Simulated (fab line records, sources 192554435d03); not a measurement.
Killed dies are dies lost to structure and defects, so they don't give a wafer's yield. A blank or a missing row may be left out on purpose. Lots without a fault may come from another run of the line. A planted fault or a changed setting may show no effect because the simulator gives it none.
Split-lot experiment | flow n5_finfet | 7 lots, 39 wafers read, on a route of 1938 steps

THE SPLIT
At N5_DUMMY_GATE_ETCH_31 (etches SiO2 in C4F6/O2, target depth 82.5 nm, time 27.5 s), the setting target_depth_a was moved away from the recipe's 825 angstrom on 15 of the 39 wafers read, by -41.4% to +36.7%. The other wafers ran this setting at the recipe's value.

The reading is taken at the split's own step.

THE READING
SOC_of_DUMMY_GATE_COAT_34.thk_nm (the simulator's own value, which no gauge read), in nm, at N5_DUMMY_GATE_ETCH_31 (etches SiO2 in C4F6/O2, target depth 82.5 nm, time 27.5 s). The file gives no usual value for it. The 24 wafers here that ran the recipe average 51.8 nm, standard deviation 0.2 nm.

wafer  | tool, chamber at the split | target_depth_a as run, angstrom | against the recipe | SOC_of_DUMMY_GATE_COAT_34.thk_nm, nm | against lot-mates on the recipe
L076.1 | rie_diel-05, 3             | 825                             | recipe             | 52                                   | -
L076.2 | rie_diel-05, 1             | 1128                            | +36.7%             | 48.6                                 | -3.3
L076.3 | rie_diel-05, 2             | 825                             | recipe             | 51.8                                 | -
L076.4 | rie_diel-05, 0             | 825                             | recipe             | 51.8                                 | -
L076.5 | rie_diel-05, 1             | 1128                            | +36.7%             | 48.6                                 | -3.3
L076.6 | rie_diel-05, 2             | 1128                            | +36.7%             | 48.6                                 | -3.3
L080.1 | rie_diel-05, 0             | 825                             | recipe             | 52                                   | -
L080.2 | rie_diel-05, 1             | 825                             | recipe             | 52                                   | -
L080.3 | rie_diel-05, 3             | 825                             | recipe             | 52.2                                 | -
L085.1 | rie_diel-05, 0             | 566.9                           | -31.3%             | 54.4                                 | +2.7
L085.2 | rie_diel-05, 2             | 566.9                           | -31.3%             | 54.4                                 | +2.7
L085.3 | rie_diel-05, 1             | 825                             | recipe             | 51.8                                 | -
L085.4 | rie_diel-05, 1             | 825                             | recipe             | 51.4                                 | -
L085.5 | rie_diel-05, 0             | 566.9                           | -31.3%             | 54.4                                 | +2.7
L085.6 | rie_diel-05, 2             | 825                             | recipe             | 51.8                                 | -
L088.1 | rie_diel-02, 1             | 825                             | recipe             | 51.8                                 | -
L088.2 | rie_diel-02, 3             | 825                             | recipe             | 52                                   | -
L088.3 | rie_diel-02, 0             | 825                             | recipe             | 52                                   | -
L088.4 | rie_diel-02, 2             | 825                             | recipe             | 51.6                                 | -
L088.5 | rie_diel-02, 3             | 825                             | recipe             | 51.8                                 | -
L088.6 | rie_diel-02, 2             | 825                             | recipe             | 51.8                                 | -
L091.1 | rie_diel-02, 1             | 698.3                           | -15.4%             | 53.2                                 | +1.3
L091.2 | rie_diel-02, 0             | 825                             | recipe             | 52                                   | -
L091.3 | rie_diel-02, 3             | 825                             | recipe             | 51.8                                 | -
L091.4 | rie_diel-02, 2             | 825                             | recipe             | 51.8                                 | -
L091.5 | rie_diel-02, 3             | 698.3                           | -15.4%             | 53.2                                 | +1.3
L091.6 | rie_diel-02, 0             | 698.3                           | -15.4%             | 53.2                                 | +1.3
L093.1 | rie_diel-02, 3             | 825                             | recipe             | 51.6                                 | -
L093.2 | rie_diel-02, 2             | 483.6                           | -41.4%             | 55.2                                 | +3.5
L093.3 | rie_diel-02, 1             | 825                             | recipe             | 51.8                                 | -
L093.4 | rie_diel-02, 0             | 483.6                           | -41.4%             | 55                                   | +3.3
L093.5 | rie_diel-02, 2             | 483.6                           | -41.4%             | 55                                   | +3.3
L093.6 | rie_diel-02, 3             | 825                             | recipe             | 51.6                                 | -
L094.1 | rie_diel-02, 2             | 960.5                           | +16.4%             | 50                                   | -1.5
L094.2 | rie_diel-02, 3             | 825                             | recipe             | 51.4                                 | -
L094.3 | rie_diel-02, 0             | 960.5                           | +16.4%             | 50                                   | -1.5
L094.4 | rie_diel-02, 1             | 825                             | recipe             | 51.8                                 | -
L094.5 | rie_diel-02, 3             | 960.5                           | +16.4%             | 50.2                                 | -1.3
L094.6 | rie_diel-02, 0             | 825                             | recipe             | 51.4                                 | -

THE FIT
A straight line over all 39 wafers: SOC_of_DUMMY_GATE_COAT_34.thk_nm changes by -0.0849 nm for each +1% of target_depth_a; r = -0.99; the points scatter about the line by 0.2 nm.
The same after taking each lot's own level away (the mean of its wafers on the recipe; 39 wafers): -0.0861 nm for each +1%; r = -1.00; scatter 0.13 nm.
On that fit, the largest move of target_depth_a shifts the reading by 3.6 nm.
The lots' own levels span 51.53 to 52.07 nm, that is 2.6 times the standard deviation above.
So the lot-to-lot level changes the slope little: the two slopes agree.
Check: with one of the wafers moved furthest among these (-41.4%) left out of the fit, the line predicts +3.54 nm for it against its lot-mates. It came out at +3.53 nm against them.

THE WHOLE CHAIN: every reading that the file lists as answering this split, in the file's order
step                  | what it does                                                   | reading                                                                           | change (the file's fit)                                                              | r (the file's)
N5_DUMMY_GATE_ETCH_31 | etches SiO2 in C4F6/O2, target depth 82.5 nm, time 27.5 s      | etch.depth_nm (the simulator's own value, which no gauge read)                    | +0.845 nm for each +1% of the setting                                                | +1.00
N5_DUMMY_GATE_ETCH_31 | etches SiO2 in C4F6/O2, target depth 82.5 nm, time 27.5 s      | SOC_of_DUMMY_GATE_COAT_34.thk_nm (the simulator's own value, which no gauge read) | -0.086 nm for each +1% of the setting                                                | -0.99
N5_DUMMY_GATE_ETCH_44 | etches poly-Si in HBr/O2, stops on SiO2, target depth 127.5 nm | oes_product_au                                                                    | not straight: 0.375 at the lowest setting, 0.723 at the recipe, 0.726 at the highest | not given

THE FILE'S OWN FIT
SOC_of_DUMMY_GATE_COAT_34.thk_nm changes by -0.086 nm for each +1% of target_depth_a, r = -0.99.
